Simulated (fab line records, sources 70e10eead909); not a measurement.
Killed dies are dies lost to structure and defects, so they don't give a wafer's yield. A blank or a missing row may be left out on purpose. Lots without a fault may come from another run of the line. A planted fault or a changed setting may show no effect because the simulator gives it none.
One fault seen from 3 desks | flow nand_harc | each desk has only its own numbers; what lay behind them comes last

THE METROLOGY DESK
What the gauges read, lot by lot, whatever tool the lot ran on: means of the sampled wafers that have a number. A lot is out of limits, marked OUT, if its mean lies more than 4 standard deviations from the usual mean; the brackets give that distance.
Columns: A = cd_nm at NHARC_A_CHANNEL_HOLE_D1_CD_MEAS_18, usual 99.2 nm
lot  | first seen here | A
L345 | day 8 00:07     | 97.7
L346 | day 8 16:52     | 100.4
L347 | day 8 17:14     | 96.3
L348 | day 9 06:32     | 98.2
L349 | day 9 07:29     | 98.4
L350 | day 9 15:07     | 97.0
L358 | day 11 19:38    | 100.1
L360 | day 12 03:07    | 101.5
L364 | day 12 21:49    | 99.1
L367 | day 13 19:43    | 101.2
L368 | day 13 20:00    | 99.9
L366 | day 13 21:44    | 101.1
This desk's finding: nothing out of limits on any of the 12 lots.

THE TOOL OWNER'S DESK: har_etch-01
The tool's own readings at NHARC_A_CHANNEL_HOLE_D1_ETCH_19 (etches the open film in C4F8/O2/Ar, time 34.5 s): means of the sampled wafers that have a number, for each lot that ran on this tool. A lot is out of limits, marked OUT, if its mean lies more than 4 standard deviations from the usual mean; the brackets give that distance.
Columns: A = chamber_pressure_mTorr at NHARC_A_CHANNEL_HOLE_D1_ETCH_19, usual 15.000 mTorr; B = drypump_motor_current_A at NHARC_A_CHANNEL_HOLE_D1_ETCH_19, usual 5.8 A; C = o2_flow_sccm at NHARC_A_CHANNEL_HOLE_D1_ETCH_19, usual 96.17 sccm; D = showerhead_plenum_p_Torr at NHARC_A_CHANNEL_HOLE_D1_ETCH_19, usual 3.886 Torr; E = throttle_valve_pct at NHARC_A_CHANNEL_HOLE_D1_ETCH_19, usual 37.038 %
lot  | first seen here | A      | B   | C     | D     | E
L347 | day 8 17:20     | 14.992 | 5.8 | 96.00 | 3.875 | 37.039
L349 | day 9 07:35     | 15.006 | 5.9 | 96.22 | 3.871 | 37.037
L350 | day 9 15:12     | 15.000 | 5.9 | 95.96 | 3.869 | 37.038
L358 | day 11 19:44    | 14.999 | 5.9 | 95.87 | 3.857 | 37.030
L360 | day 12 03:13    | 15.009 | 5.9 | 96.04 | 3.855 | 37.041
This desk's finding: nothing out of limits on any of the 5 lots.

THE DEFECT DESK
What the inspections along the route counted, lot by lot: means of the sampled wafers that have a number. A lot is out of limits, marked OUT, if its mean lies more than 4 standard deviations from the usual mean; the brackets give that distance.
Columns: A = raw_defect_count at NHARC_A_CHANNEL_HOLE_D1_INSPECT_40, usual 58
lot  | first seen here | A
L345 | day 8 05:53     | 47
L346 | day 8 22:38     | 59
L347 | day 8 23:10     | 60
L348 | day 9 12:19     | 48
L349 | day 9 13:15     | 50
L350 | day 9 20:58     | 68
L358 | day 12 01:28    | 457 (+28) OUT
L360 | day 12 08:52    | 421 (+26) OUT
L364 | day 13 03:37    | 62
L367 | day 14 01:32    | 53
L368 | day 14 05:40    | 56
L366 | day 14 09:49    | 56
This desk's finding: out of limits on L358, L360; first on L358, day 12 01:28 (raw_defect_count at NHARC_A_CHANNEL_HOLE_D1_INSPECT_40). In limits: L345, L346, L347, L348, L349, L350, L364, L367, L368, L366.

PUT TOGETHER
The defect desk could have raised an alarm at day 12 01:28, on L358, L360.
The metrology desk saw nothing out of limits.
The tool owner's desk saw nothing out of limits.
The metrology desk has L358, L360 on record, within its limits.
The tool owner's desk has L358, L360 on record, within its limits.
Of the lots named, all ran NHARC_A_CHANNEL_HOLE_D1_ETCH_19 on har_etch-01.

WHAT THE SIMULATOR HAD PUT IN
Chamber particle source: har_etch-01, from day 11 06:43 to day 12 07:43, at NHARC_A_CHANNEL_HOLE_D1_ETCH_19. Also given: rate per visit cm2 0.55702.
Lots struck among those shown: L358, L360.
Hours from the fault's start to each desk's first reading out of limits: the defect desk, 19.
